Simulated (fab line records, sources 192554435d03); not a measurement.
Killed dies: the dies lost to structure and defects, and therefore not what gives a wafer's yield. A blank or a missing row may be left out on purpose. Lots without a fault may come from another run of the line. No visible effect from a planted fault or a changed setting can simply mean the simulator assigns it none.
Split-lot study :: flow n5 finfet :: on a route of 1938 steps: 7 lots, 21 wafers read

THE SPLIT ITSELF
At N5_SD_EPI_N_EPI_21 (deposits Si:P, time 690 s), the setting temp c was moved away from the recipe's 680 C on 5 of the 21 wafers read, by -0.5% to +0.5%. This setting was run at the recipe's value on the other wafers.

The split's own step is where the reading is taken.

THE READING
Si-P_of_SD_EPI_N_EPI_21.thk nm (the simulator's own value, which no gauge read), in nm, at N5_SD_EPI_N_EPI_21 (deposits Si:P, time 690 s). There is no usual value for it anywhere in the file. Here, 16 wafers ran the recipe; their average is 59.2 nm with a standard deviation of 0.47 nm.

wafer: L074.2
tool, chamber at the split: epi rpcvd-03, 0
temp c as run, C: 678.2
against the recipe: -0.3%
Si-P_of_SD_EPI_N_EPI_21.thk nm, nm: 57.2
against lot-mates on the recipe: -1.4

wafer: L074.3
tool, chamber at the split: epi rpcvd-03, 0
temp c as run, C: 678.2
against the recipe: -0.3%
Si-P_of_SD_EPI_N_EPI_21.thk nm, nm: 56.8
against lot-mates on the recipe: -1.8

wafer: L074.4
tool, chamber at the split: epi rpcvd-03, 0
temp c as run, C: 680
against the recipe: recipe
Si-P_of_SD_EPI_N_EPI_21.thk nm, nm: 58.6
against lot-mates on the recipe: -

wafer: L076.1
tool, chamber at the split: epi rpcvd-02, 0
temp c as run, C: 680
against the recipe: recipe
Si-P_of_SD_EPI_N_EPI_21.thk nm, nm: 59.2
against lot-mates on the recipe: -

wafer: L076.2
tool, chamber at the split: epi rpcvd-02, 0
temp c as run, C: 680
against the recipe: recipe
Si-P_of_SD_EPI_N_EPI_21.thk nm, nm: 59.4
against lot-mates on the recipe: -

wafer: L076.4
tool, chamber at the split: epi rpcvd-02, 0
temp c as run, C: 680
against the recipe: recipe
Si-P_of_SD_EPI_N_EPI_21.thk nm, nm: 60
against lot-mates on the recipe: -

wafer: L081.1
tool, chamber at the split: epi rpcvd-02, 0
temp c as run, C: 680
against the recipe: recipe
Si-P_of_SD_EPI_N_EPI_21.thk nm, nm: 59.6
against lot-mates on the recipe: -

wafer: L081.4
tool, chamber at the split: epi rpcvd-02, 0
temp c as run, C: 680
against the recipe: recipe
Si-P_of_SD_EPI_N_EPI_21.thk nm, nm: 59.6
against lot-mates on the recipe: -

wafer: L081.2
tool, chamber at the split: epi rpcvd-02, 0
temp c as run, C: 680
against the recipe: recipe
Si-P_of_SD_EPI_N_EPI_21.thk nm, nm: 59
against lot-mates on the recipe: -

wafer: L083.3
tool, chamber at the split: epi rpcvd-03, 0
temp c as run, C: 676.4
against the recipe: -0.5%
Si-P_of_SD_EPI_N_EPI_21.thk nm, nm: 55
against lot-mates on the recipe: -3.6

wafer: L083.4
tool, chamber at the split: epi rpcvd-03, 0
temp c as run, C: 680
against the recipe: recipe
Si-P_of_SD_EPI_N_EPI_21.thk nm, nm: 58.8
against lot-mates on the recipe: -

wafer: L083.6
tool, chamber at the split: epi rpcvd-03, 0
temp c as run, C: 680
against the recipe: recipe
Si-P_of_SD_EPI_N_EPI_21.thk nm, nm: 58.4
against lot-mates on the recipe: -

wafer: L086.2
tool, chamber at the split: epi rpcvd-02, 0
temp c as run, C: 683.1
against the recipe: +0.5%
Si-P_of_SD_EPI_N_EPI_21.thk nm, nm: 61.6
against lot-mates on the recipe: +3.2

wafer: L086.5
tool, chamber at the split: epi rpcvd-02, 0
temp c as run, C: 683.1
against the recipe: +0.5%
Si-P_of_SD_EPI_N_EPI_21.thk nm, nm: 61.6
against lot-mates on the recipe: +3.2

wafer: L086.4
tool, chamber at the split: epi rpcvd-02, 0
temp c as run, C: 680
against the recipe: recipe
Si-P_of_SD_EPI_N_EPI_21.thk nm, nm: 58.4
against lot-mates on the recipe: -

wafer: L088.1
tool, chamber at the split: epi rpcvd-04, 0
temp c as run, C: 680
against the recipe: recipe
Si-P_of_SD_EPI_N_EPI_21.thk nm, nm: 59.6
against lot-mates on the recipe: -

wafer: L088.3
tool, chamber at the split: epi rpcvd-04, 0
temp c as run, C: 680
against the recipe: recipe
Si-P_of_SD_EPI_N_EPI_21.thk nm, nm: 59.6
against lot-mates on the recipe: -

wafer: L088.4
tool, chamber at the split: epi rpcvd-04, 0
temp c as run, C: 680
against the recipe: recipe
Si-P_of_SD_EPI_N_EPI_21.thk nm, nm: 59
against lot-mates on the recipe: -

wafer: L090.2
tool, chamber at the split: epi rpcvd-03, 0
temp c as run, C: 680
against the recipe: recipe
Si-P_of_SD_EPI_N_EPI_21.thk nm, nm: 58.8
against lot-mates on the recipe: -

wafer: L090.3
tool, chamber at the split: epi rpcvd-03, 0
temp c as run, C: 680
against the recipe: recipe
Si-P_of_SD_EPI_N_EPI_21.thk nm, nm: 59.6
against lot-mates on the recipe: -

wafer: L090.5
tool, chamber at the split: epi rpcvd-03, 0
temp c as run, C: 680
against the recipe: recipe
Si-P_of_SD_EPI_N_EPI_21.thk nm, nm: 59.2
against lot-mates on the recipe: -

THE FIT
A straight line over all 21 wafers: Si-P_of_SD_EPI_N_EPI_21.thk nm changes by +6.64 nm for each +1% of temp c; r = +0.94; the points scatter about the line by 0.5 nm.
The same after taking each lot's own level away (the mean of its wafers on the recipe; 21 wafers): +6.79 nm for each +1%; r = +0.98; scatter 0.27 nm.
On that fit, the largest move of temp c shifts the reading by 3.6 nm.
Across the lots, their own levels run from 58.40 to 59.53 nm, a range of 2.4 times the standard deviation given above.
Hence the lot-to-lot level has little effect on the slope; both slopes agree.
Check: for one of the wafers moved furthest among these (-0.5%), held out of the fit, the line's prediction against its lot-mates is -3.54 nm. Against them it came out at -3.6 nm.

OTHER SPLITS APPLIED TO THESE WAFERS
Before the reading, these wafers also passed through other splits. Each is held against what the fit with the lots' levels taken away leaves over:
other split on the same wafers: N5_ZERO_LAYER_EXPOSE_08 dose mj
wafers away from the commonest value: 3
r with Si-P_of_SD_EPI_N_EPI_21.thk nm (lot level and that fit taken away): -0.28

other split on the same wafers: N5_ZERO_LAYER_ETCH_18 icp w
wafers away from the commonest value: 8
r with Si-P_of_SD_EPI_N_EPI_21.thk nm (lot level and that fit taken away): +0.09

other split on the same wafers: N5_WELL_APT_EXPOSE_22 dose mj
wafers away from the commonest value: 10
r with Si-P_of_SD_EPI_N_EPI_21.thk nm (lot level and that fit taken away): +0.15

other split on the same wafers: N5_WELL_APT_PEB_23 peb time s
wafers away from the commonest value: 11
r with Si-P_of_SD_EPI_N_EPI_21.thk nm (lot level and that fit taken away): -0.07

other split on the same wafers: N5_FIN_SAQP_MANDREL_ETCH_22 icp w
wafers away from the commonest value: 7
r with Si-P_of_SD_EPI_N_EPI_21.thk nm (lot level and that fit taken away): -0.35

other split on the same wafers: N5_FIN_SAQP_ETCH_65 time s
wafers away from the commonest value: 8
r with Si-P_of_SD_EPI_N_EPI_21.thk nm (lot level and that fit taken away): +0.24

other split on the same wafers: N5_FIN_SAQP_FIN_ETCH_36 icp w
wafers away from the commonest value: 6
r with Si-P_of_SD_EPI_N_EPI_21.thk nm (lot level and that fit taken away): +0.32

other split on the same wafers: N5_DUMMY_GATE_COAT_28 spin rpm
wafers away from the commonest value: 7
r with Si-P_of_SD_EPI_N_EPI_21.thk nm (lot level and that fit taken away): +0.08

FILE'S OWN FIT
Si-P_of_SD_EPI_N_EPI_21.thk nm changes by +6.79 nm for each +1% of temp c, r = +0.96.
